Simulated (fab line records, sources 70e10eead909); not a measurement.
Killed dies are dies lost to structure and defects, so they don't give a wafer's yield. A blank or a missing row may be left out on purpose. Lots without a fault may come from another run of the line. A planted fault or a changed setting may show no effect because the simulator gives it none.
Chamber matching | flow nand_harc | NHARC_A_CHANNEL_FILL_D1_ETCHBACK_19 on rie_si-02: 4 sister chambers
The step etches the open film in HBr/Cl2, target depth 5 nm, time 1.7 s. 18 wafers are shown with their chamber, then 9 later ones without.

WAFERS WITH THEIR CHAMBER
wafer  | chamber | drypump_motor_current_A (A) | oes_product_au (a.u.) | throttle_valve_pct (%)
L075.1 | 1       | 6.3                         | 1.003                 | 26.403
L075.2 | 0       | 5.9                         | 1.007                 | 26.405
L075.5 | 1       | 6.3                         | 1.000                 | 26.398
L080.4 | 2       | 5.8                         | 1.007                 | 26.399
L080.5 | 0       | 5.9                         | 1.016                 | 26.409
L080.6 | 3       | 6.1                         | 0.997                 | 26.396
L081.2 | 3       | 6.1                         | 0.997                 | 26.406
L081.3 | 1       | 6.3                         | 1.010                 | 26.400
L081.6 | 2       | 5.8                         | 1.015                 | 26.400
L084.2 | 1       | 6.4                         | 1.000                 | 26.382
L084.4 | 2       | 5.8                         | 1.009                 | 26.413
L084.5 | 0       | 5.9                         | 1.015                 | 26.413
L085.1 | 1       | 6.3                         | 0.995                 | 26.419
L085.2 | 3       | 6.1                         | 0.985                 | 26.394
L085.6 | 2       | 5.9                         | 1.010                 | 26.411
L088.1 | 3       | 6.1                         | 0.999                 | 26.415
L088.2 | 0       | 5.9                         | 1.017                 | 26.400
L088.4 | 1       | 6.3                         | 0.990                 | 26.406

SIGNATURES (means of the wafers above)
reading                 | chamber 0 | chamber 1 | chamber 2 | chamber 3 | scatter within a chamber
drypump_motor_current_A | 5.900     | 6.317     | 5.825     | 6.100     | 0.0336
oes_product_au          | 1.01375   | 0.99967   | 1.01025   | 0.99450   | 0.00569
throttle_valve_pct      | 26.40675  | 26.40133  | 26.40575  | 26.40275  | 0.00948
Rule: a wafer's distance from a chamber is the root of the sum, over the readings, of the square of ((its reading less the chamber's mean) divided by the reading's scatter). The wafer belongs to the nearest chamber; if the next one is less than 2 further off, it can't be placed. The scatter: the root of (the sum of the squares of (reading less its chamber's mean) over the shown wafers, divided by (wafers less chambers)).

WAFERS WITHOUT THEIR CHAMBER
wafer  | drypump_motor_current_A (A) | oes_product_au (a.u.) | throttle_valve_pct (%)
L090.1 | 5.9                         | 1.013                 | 26.415
L090.2 | 6.1                         | 0.991                 | 26.413
L090.6 | 5.9                         | 1.010                 | 26.412
L092.1 | 5.9                         | 0.996                 | 26.379
L092.2 | 6.1                         | 0.988                 | 26.416
L092.6 | 6.1                         | 0.980                 | 26.403
L096.1 | 6.1                         | 0.990                 | 26.403
L096.4 | 6.3                         | 0.985                 | 26.413
L096.5 | 5.8                         | 0.999                 | 26.399

WHICH CHAMBER EACH WENT THROUGH
wafer  | from the rows above     | in truth
L090.1 | can't be placed: 0 or 2 | 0
L090.2 | 3                       | 3
L090.6 | can't be placed: 0 or 2 | 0
L092.1 | can't be placed: 0 or 2 | 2
L092.2 | 3                       | 3
L092.6 | 3                       | 3
L096.1 | 3                       | 3
L096.4 | 1                       | 1
L096.5 | can't be placed: 2 or 0 | 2
Placed correctly: 5 of 9. Can't be placed from these rows: 4 (the true chamber is among the candidates in 4). Placed wrongly: 0.
